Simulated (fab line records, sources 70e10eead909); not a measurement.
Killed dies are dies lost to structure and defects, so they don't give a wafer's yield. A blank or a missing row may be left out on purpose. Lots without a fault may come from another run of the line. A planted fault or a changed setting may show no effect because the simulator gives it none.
Which tool did it? | flow nand_harc | 24 lots, 72 wafers sampled, at 5 steps of a route of 1302

WHAT THE GAUGES READ, wafer by wafer
NHARC_P_GATE_CD_MEAS_59: target cd 720 nm.
lot  | measured     | on        | cd_nm (nm)
L074 | day 5 19:38  | cd_sem-01 | 719.9 716.8 719.4
L075 | day 5 22:46  | cd_sem-02 | 719.5 721.2 721.2
L076 | day 6 10:28  | cd_sem-03 | 717.6 721.1 718.9
L077 | day 6 23:49  | cd_sem-02 | 721.3 720.0 720.8
L078 | day 7 02:30  | cd_sem-01 | 717.6 722.0 716.9
L079 | day 7 17:46  | cd_sem-03 | 718.3 718.1 715.1
L080 | day 8 05:10  | cd_sem-01 | 722.6 722.0 720.5
L081 | day 8 07:44  | cd_sem-02 | 720.6 722.9 720.1
L082 | day 9 00:40  | cd_sem-02 | 717.3 720.6 720.9
L083 | day 9 05:03  | cd_sem-01 | 720.9 720.2 719.7
L084 | day 10 01:14 | cd_sem-03 | 717.4 719.3 719.4
L085 | day 10 05:50 | cd_sem-03 | 717.4 716.9 721.6
L086 | day 10 11:53 | cd_sem-02 | 722.8 722.9 721.8
L087 | day 11 17:32 | cd_sem-02 | 717.7 717.2 722.3
L089 | day 11 18:04 | cd_sem-03 | 718.1 719.7 718.5
L088 | day 11 19:14 | cd_sem-03 | 718.8 724.0 722.3
L090 | day 12 11:54 | cd_sem-01 | 719.1 717.1 723.1
L091 | day 12 17:19 | cd_sem-03 | 721.6 720.2 717.4
L092 | day 13 10:28 | cd_sem-03 | 717.5 720.2 721.1
L093 | day 13 21:43 | cd_sem-03 | 720.9 719.5 721.9
L094 | day 14 04:20 | cd_sem-01 | 719.2 721.0 721.3
L095 | day 14 13:46 | cd_sem-01 | 720.3 715.5 720.8
L096 | day 14 20:03 | cd_sem-01 | 719.4 715.2 719.8
L097 | day 15 07:25 | cd_sem-03 | 724.0 723.7 720.3

NHARC_P_M0_THK_MEAS_24: measures by xrf.
lot  | measured     | on            | thk_nm (nm)
L074 | day 6 08:44  | film_metro-01 | 117.1 116.0 116.1
L075 | day 6 11:55  | film_metro-02 | 116.1 119.0 116.9
L076 | day 6 23:26  | film_metro-01 | 117.3 115.9 116.6
L077 | day 7 13:05  | film_metro-01 | 116.0 115.2 116.4
L078 | day 7 15:33  | film_metro-01 | 117.4 116.1 115.7
L079 | day 8 06:53  | film_metro-01 | 118.6 118.4 116.3
L080 | day 8 18:48  | film_metro-02 | 115.3 114.6 118.1
L081 | day 8 21:07  | film_metro-02 | 118.2 118.4 115.0
L082 | day 9 14:53  | film_metro-02 | 117.3 116.5 115.9
L083 | day 9 18:07  | film_metro-01 | 114.4 117.9 116.1
L084 | day 10 14:10 | film_metro-02 | 118.1 117.9 118.7
L085 | day 10 18:58 | film_metro-01 | 116.8 116.6 117.3
L086 | day 11 00:50 | film_metro-01 | 117.8 112.4 118.4
L087 | day 12 07:23 | film_metro-02 | 116.3 116.4 117.9
L089 | day 12 07:37 | film_metro-02 | 115.2 115.8 117.9
L088 | day 12 08:47 | film_metro-02 | 118.2 117.3 116.5
L090 | day 13 01:13 | film_metro-02 | 118.4 115.3 119.5
L091 | day 13 06:07 | film_metro-02 | 117.1 118.1 116.9
L092 | day 14 00:02 | film_metro-02 | 118.1 119.0 118.8
L093 | day 14 10:29 | film_metro-02 | 117.0 117.4 117.8
L094 | day 14 17:53 | film_metro-02 | 118.1 119.6 116.2
L095 | day 15 05:50 | film_metro-01 | 118.8 118.2 119.1
L096 | day 15 09:01 | film_metro-02 | 117.4 118.2 118.1
L097 | day 15 21:13 | film_metro-01 | 118.7 118.4 116.3

NHARC_P_M2_OVL_MEAS_10: pitch 340 nm.
lot  | measured     | on         | overlay_x_nm (nm) | overlay_y_nm (nm)
L074 | day 6 14:47  | overlay-01 | 0.5 0.0 0.0       | -0.6 -0.3 -0.7
L075 | day 6 17:28  | overlay-01 | 1.5 0.0 0.4       | -1.4 -1.1 -1.0
L076 | day 7 05:08  | overlay-01 | 0.2 0.6 1.1       | 0.5 0.6 0.7
L077 | day 7 18:50  | overlay-01 | 1.1 0.8 1.5       | 0.3 -0.6 -0.4
L078 | day 7 21:20  | overlay-02 | -0.3 -0.2 -0.3    | -0.5 -0.4 -0.4
L079 | day 8 12:42  | overlay-02 | 0.1 0.3 0.7       | 1.6 1.8 1.4
L080 | day 9 00:26  | overlay-01 | 1.9 1.2 2.0       | 0.2 -0.2 0.2
L081 | day 9 03:00  | overlay-02 | -0.3 -0.9 -0.8    | 0.2 -0.4 -0.1
L082 | day 9 20:40  | overlay-02 | 0.9 0.5 0.3       | 0.3 -0.5 -0.3
L083 | day 10 00:04 | overlay-01 | -0.4 0.0 -0.3     | 0.8 1.1 1.1
L084 | day 10 19:49 | overlay-01 | 0.6 0.5 0.5       | -0.7 -0.8 -0.6
L085 | day 11 01:16 | overlay-01 | 0.6 0.6 1.0       | 0.0 -0.2 0.4
L086 | day 11 06:40 | overlay-02 | -0.5 -0.5 -0.5    | 1.8 1.3 1.6
L087 | day 12 13:14 | overlay-01 | 0.3 0.1 0.3       | 0.9 1.0 0.9
L089 | day 12 13:17 | overlay-02 | -0.4 -1.1 -0.6    | 0.4 0.7 0.8
L088 | day 12 14:40 | overlay-02 | 0.3 0.5 0.6       | -0.4 -1.1 -0.5
L090 | day 13 06:59 | overlay-02 | 0.9 0.4 0.0       | 1.4 1.2 1.7
L091 | day 13 11:53 | overlay-02 | 0.1 -0.1 -0.4     | 0.0 -0.6 -0.1
L092 | day 14 05:50 | overlay-01 | -0.8 -0.7 -0.5    | 0.5 0.5 -0.3
L093 | day 14 16:15 | overlay-02 | -1.0 -0.9 -0.6    | -1.5 -0.8 -1.0
L094 | day 14 23:44 | overlay-01 | 1.3 1.3 0.2       | -1.1 -0.7 -0.9
L095 | day 15 11:42 | overlay-02 | -1.2 -0.2 -0.3    | -0.4 -0.6 0.1
L096 | day 15 14:55 | overlay-02 | 0.1 0.5 0.1       | -0.3 -0.5 0.4
L097 | day 16 02:59 | overlay-02 | 0.8 0.5 0.8       | -0.1 0.2 -0.5

NHARC_P_M2_CD_MEAS_16.
lot  | measured     | on        | cd_nm (nm)
L074 | day 6 15:14  | cd_sem-01 | 169.1 169.9 168.7
L075 | day 6 17:52  | cd_sem-01 | 170.4 170.2 170.7
L076 | day 7 05:35  | cd_sem-03 | 170.1 169.6 169.6
L077 | day 7 19:16  | cd_sem-01 | 169.1 169.8 170.8
L078 | day 7 21:46  | cd_sem-03 | 169.8 169.1 170.7
L079 | day 8 13:07  | cd_sem-02 | 170.4 169.1 170.7
L080 | day 9 00:51  | cd_sem-01 | 172.3 170.4 170.5
L081 | day 9 03:24  | cd_sem-02 | 169.2 169.8 169.1
L082 | day 9 21:04  | cd_sem-03 | 169.2 170.1 170.5
L083 | day 10 00:28 | cd_sem-01 | 170.0 168.8 168.8
L084 | day 10 20:13 | cd_sem-01 | 171.2 170.6 169.4
L085 | day 11 01:41 | cd_sem-03 | 169.3 169.7 169.6
L086 | day 11 07:04 | cd_sem-01 | 170.7 170.1 170.8
L087 | day 12 13:43 | cd_sem-02 | 170.5 169.4 169.2
L089 | day 12 13:41 | cd_sem-01 | 170.3 170.0 169.7
L088 | day 12 15:07 | cd_sem-02 | 170.3 170.3 170.7
L090 | day 13 07:23 | cd_sem-02 | 170.3 169.7 170.6
L091 | day 13 12:17 | cd_sem-03 | 170.1 169.7 170.0
L092 | day 14 06:14 | cd_sem-03 | 170.2 170.3 170.2
L093 | day 14 16:41 | cd_sem-03 | 170.9 169.1 167.9
L094 | day 15 00:09 | cd_sem-02 | 169.1 169.9 170.4
L095 | day 15 12:06 | cd_sem-03 | 170.4 170.6 171.2
L096 | day 15 15:19 | cd_sem-02 | 168.9 169.5 170.0
L097 | day 16 03:23 | cd_sem-03 | 169.4 169.4 169.7

WHICH TOOL RAN EACH LOT (tool, then ch and the chambers of the sampled wafers, then the start)
lot  | NHARC_P_GATE_STRIP_76
L074 | plasma_asher-02 ch 0,1, day 5 20:26
L075 | plasma_asher-01 ch 0,1, day 5 23:34
L076 | plasma_asher-01 ch 0,1, day 6 11:16
L077 | plasma_asher-02 ch 0,1, day 7 00:37
L078 | plasma_asher-01 ch 0,1, day 7 03:17
L079 | plasma_asher-02 ch 0,1, day 7 18:34
L080 | plasma_asher-02 ch 0,1, day 8 06:10
L081 | plasma_asher-01 ch 0,1, day 8 08:34
L082 | plasma_asher-02 ch 0,1, day 9 01:28
L083 | plasma_asher-02 ch 0,1, day 9 05:50
L084 | plasma_asher-01 ch 0,1, day 10 02:01
L085 | plasma_asher-02 ch 0,1, day 10 06:39
L086 | plasma_asher-02 ch 0, day 10 12:41
L087 | plasma_asher-02 ch 0,1, day 11 18:38
L089 | plasma_asher-01 ch 0,1, day 11 19:09
L088 | plasma_asher-02 ch 0,1, day 11 20:02
L090 | plasma_asher-02 ch 0,1, day 12 12:43
L091 | plasma_asher-01 ch 0,1, day 12 18:06
L092 | plasma_asher-02 ch 0,1, day 13 11:17
L093 | plasma_asher-01 ch 0,1, day 13 22:30
L094 | plasma_asher-01 ch 0,1, day 14 05:07
L095 | plasma_asher-02 ch 1, day 14 14:46
L096 | plasma_asher-02 ch 0,1, day 14 20:52
L097 | plasma_asher-02 ch 0,1, day 15 08:14
- NHARC_P_GATE_STRIP_76: strips in O2.

WHAT THE TOOLS THEMSELVES READ (means of the sampled wafers that have a number; where no wafer has one, the mark that the record gives instead)
NHARC_P_GATE_STRIP_76.
lot  | tool            | drypump_motor_current_A (A) | heater_power_w (W) | rf_refl_power_W (W)
L074 | plasma_asher-02 | 5.8                         | 337                | 30
L075 | plasma_asher-01 | 5.8                         | 320                | 14
L076 | plasma_asher-01 | 5.9                         | 321                | 14
L077 | plasma_asher-02 | 6.0                         | 322                | 25
L078 | plasma_asher-01 | 6.3                         | 300                | 18
L079 | plasma_asher-02 | 6.0                         | 326                | 25
L080 | plasma_asher-02 | 5.8                         | 351                | 30
L081 | plasma_asher-01 | 6.2                         | 302                | 18
L082 | plasma_asher-02 | 6.0                         | 325                | 25
L083 | plasma_asher-02 | 6.0                         | 322                | 24
L084 | plasma_asher-01 | 5.9                         | 313                | 14
L085 | plasma_asher-02 | 6.0                         | 325                | 25
L086 | plasma_asher-02 | 5.7                         | 361                | 36
L087 | plasma_asher-02 | 5.8                         | 331                | 30
L089 | plasma_asher-01 | 6.2                         | 301                | 18
L088 | plasma_asher-02 | 5.8                         | 333                | 30
L090 | plasma_asher-02 | 6.0                         | 318                | 24
L091 | plasma_asher-01 | 5.9                         | 312                | 15
L092 | plasma_asher-02 | 5.8                         | 333                | 30
L093 | plasma_asher-01 | 5.9                         | 312                | 15
L094 | plasma_asher-01 | 6.2                         | 298                | 17
L095 | plasma_asher-02 | 6.1                         | 308                | 18
L096 | plasma_asher-02 | 5.8                         | 330                | 30
L097 | plasma_asher-02 | 6.0                         | 318                | 24

THE ANSWER, worked out from the rows above alone
Rule: what is usual is taken from the lots themselves. Put in order of their means at a reading, lots are off if they are a third of the lots or fewer, leave a main group of 4 or more, and stand apart from it by a gap of 3 or more times the standard deviation of the main group's means; of several such gaps the widest counts. A main group whose means are all the same, to the digits that the tables above print for the reading, isn't used. A lot without any number at a reading at which 4 lots or more have one is off too. The other lots that the step has rows for count as sound. The gauges are gone through in route order, then the tools' own readings, and for those a lot's mean is taken as printed above. The first step at which some lot is off is used, and at that step the reading that is off furthest; a lot without a number counts as furthest.
No lot is off at any reading shown: from this, nothing can be told.

WHAT THE SIMULATOR HAD PUT IN
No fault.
